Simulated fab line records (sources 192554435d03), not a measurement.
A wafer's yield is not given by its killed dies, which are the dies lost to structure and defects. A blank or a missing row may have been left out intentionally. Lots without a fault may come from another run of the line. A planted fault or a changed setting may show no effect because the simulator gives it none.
Chamber matching / flow n5 finfet / N5_BEOL_M8_ILD_DEP_00 on pecvd-04: 3 sister chambers
The step deposits SiCOH lowk from DEMS/porogen, target thk 179.75 nm, time 33.4 s. 24 wafers are shown with their chamber, then 12 later ones without.

WAFERS WITH THEIR CHAMBER
wafer=L081.3; chamber=2; throttle valve pct (%)=14.3; heater power w (W)=364; showerhead plenum p Torr (Torr)=5.741
wafer=L081.5; chamber=1; throttle valve pct (%)=13.7; heater power w (W)=325; showerhead plenum p Torr (Torr)=5.708
wafer=L081.6; chamber=0; throttle valve pct (%)=13.0; heater power w (W)=323; showerhead plenum p Torr (Torr)=5.729
wafer=L083.1; chamber=1; throttle valve pct (%)=13.7; heater power w (W)=304; showerhead plenum p Torr (Torr)=5.706
wafer=L083.2; chamber=0; throttle valve pct (%)=13.0; heater power w (W)=338; showerhead plenum p Torr (Torr)=5.735
wafer=L083.6; chamber=0; throttle valve pct (%)=13.3; heater power w (W)=344; showerhead plenum p Torr (Torr)=5.751
wafer=L082.2; chamber=2; throttle valve pct (%)=14.1; heater power w (W)=365; showerhead plenum p Torr (Torr)=5.740
wafer=L082.4; chamber=2; throttle valve pct (%)=14.2; heater power w (W)=369; showerhead plenum p Torr (Torr)=5.736
wafer=L082.6; chamber=0; throttle valve pct (%)=12.8; heater power w (W)=329; showerhead plenum p Torr (Torr)=5.731
wafer=L088.1; chamber=1; throttle valve pct (%)=13.6; heater power w (W)=320; showerhead plenum p Torr (Torr)=5.733
wafer=L088.2; chamber=2; throttle valve pct (%)=14.4; heater power w (W)=366; showerhead plenum p Torr (Torr)=5.746
wafer=L088.3; chamber=0; throttle valve pct (%)=13.2; heater power w (W)=342; showerhead plenum p Torr (Torr)=5.745
wafer=L088.4; chamber=0; throttle valve pct (%)=12.9; heater power w (W)=354; showerhead plenum p Torr (Torr)=5.714
wafer=L088.5; chamber=2; throttle valve pct (%)=14.2; heater power w (W)=374; showerhead plenum p Torr (Torr)=5.742
wafer=L088.6; chamber=1; throttle valve pct (%)=13.8; heater power w (W)=318; showerhead plenum p Torr (Torr)=5.721
wafer=L089.1; chamber=1; throttle valve pct (%)=13.8; heater power w (W)=339; showerhead plenum p Torr (Torr)=5.735
wafer=L089.2; chamber=0; throttle valve pct (%)=12.9; heater power w (W)=325; showerhead plenum p Torr (Torr)=5.748
wafer=L089.5; chamber=1; throttle valve pct (%)=13.5; heater power w (W)=344; showerhead plenum p Torr (Torr)=5.717
wafer=L090.3; chamber=0; throttle valve pct (%)=13.2; heater power w (W)=309; showerhead plenum p Torr (Torr)=5.738
wafer=L090.4; chamber=1; throttle valve pct (%)=13.6; heater power w (W)=304; showerhead plenum p Torr (Torr)=5.721
wafer=L090.5; chamber=0; throttle valve pct (%)=12.9; heater power w (W)=317; showerhead plenum p Torr (Torr)=5.731
wafer=L091.1; chamber=0; throttle valve pct (%)=13.1; heater power w (W)=309; showerhead plenum p Torr (Torr)=5.745
wafer=L091.3; chamber=0; throttle valve pct (%)=13.1; heater power w (W)=317; showerhead plenum p Torr (Torr)=5.743
wafer=L091.5; chamber=0; throttle valve pct (%)=13.1; heater power w (W)=322; showerhead plenum p Torr (Torr)=5.719

SIGNATURES (averages over the wafers above)
reading=throttle valve pct; chamber 0=13.042; chamber 1=13.671; chamber 2=14.240; scatter within a chamber=0.134
reading=heater power w; chamber 0=327.42; chamber 1=322.00; chamber 2=367.60; scatter within a chamber=13.4
reading=showerhead plenum p Torr; chamber 0=5.73575; chamber 1=5.72014; chamber 2=5.74100; scatter within a chamber=0.0104
Rule: for a wafer and a chamber, the distance is found by dividing, reading by reading, the gap between the wafer's reading and the chamber's mean by the reading's scatter, squaring, summing and taking the root. If the next closest chamber is less than 2 further off than the closest, the wafer can't be placed; otherwise it belongs to the closest. How the scatter is found: for the shown wafers, subtract from each reading the mean of its chamber, square and add these, divide the total by (wafers less chambers), then take the root.

WAFERS WHOSE CHAMBER IS MISSING
wafer=L092.1; throttle valve pct (%)=13.3; heater power w (W)=313; showerhead plenum p Torr (Torr)=5.726
wafer=L092.2; throttle valve pct (%)=14.6; heater power w (W)=345; showerhead plenum p Torr (Torr)=5.755
wafer=L092.3; throttle valve pct (%)=13.3; heater power w (W)=289; showerhead plenum p Torr (Torr)=5.712
wafer=L094.1; throttle valve pct (%)=13.7; heater power w (W)=318; showerhead plenum p Torr (Torr)=5.710
wafer=L094.5; throttle valve pct (%)=13.2; heater power w (W)=286; showerhead plenum p Torr (Torr)=5.736
wafer=L094.6; throttle valve pct (%)=13.5; heater power w (W)=315; showerhead plenum p Torr (Torr)=5.719
wafer=L093.2; throttle valve pct (%)=13.7; heater power w (W)=339; showerhead plenum p Torr (Torr)=5.729
wafer=L093.4; throttle valve pct (%)=12.8; heater power w (W)=335; showerhead plenum p Torr (Torr)=5.712
wafer=L093.6; throttle valve pct (%)=13.3; heater power w (W)=352; showerhead plenum p Torr (Torr)=5.707
wafer=L097.3; throttle valve pct (%)=14.4; heater power w (W)=316; showerhead plenum p Torr (Torr)=5.756
wafer=L097.5; throttle valve pct (%)=13.6; heater power w (W)=328; showerhead plenum p Torr (Torr)=5.722
wafer=L097.6; throttle valve pct (%)=14.6; heater power w (W)=320; showerhead plenum p Torr (Torr)=5.739

CHAMBER TAKEN BY EACH
wafer=L092.1; from the rows above=can't be placed: 0 or 1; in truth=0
wafer=L092.2; from the rows above=2; in truth=2
wafer=L092.3; from the rows above=can't be placed: 1 or 0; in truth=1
wafer=L094.1; from the rows above=1; in truth=1
wafer=L094.5; from the rows above=can't be placed: 0 or 1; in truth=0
wafer=L094.6; from the rows above=1; in truth=1
wafer=L093.2; from the rows above=1; in truth=1
wafer=L093.4; from the rows above=0; in truth=0
wafer=L093.6; from the rows above=can't be placed: 1 or 0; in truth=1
wafer=L097.3; from the rows above=2; in truth=2
wafer=L097.5; from the rows above=1; in truth=1
wafer=L097.6; from the rows above=2; in truth=2
8 of 12 placed correctly. Unplaceable from these rows: 4, with the true chamber sitting among the candidates in 4. Number placed wrongly: 0.
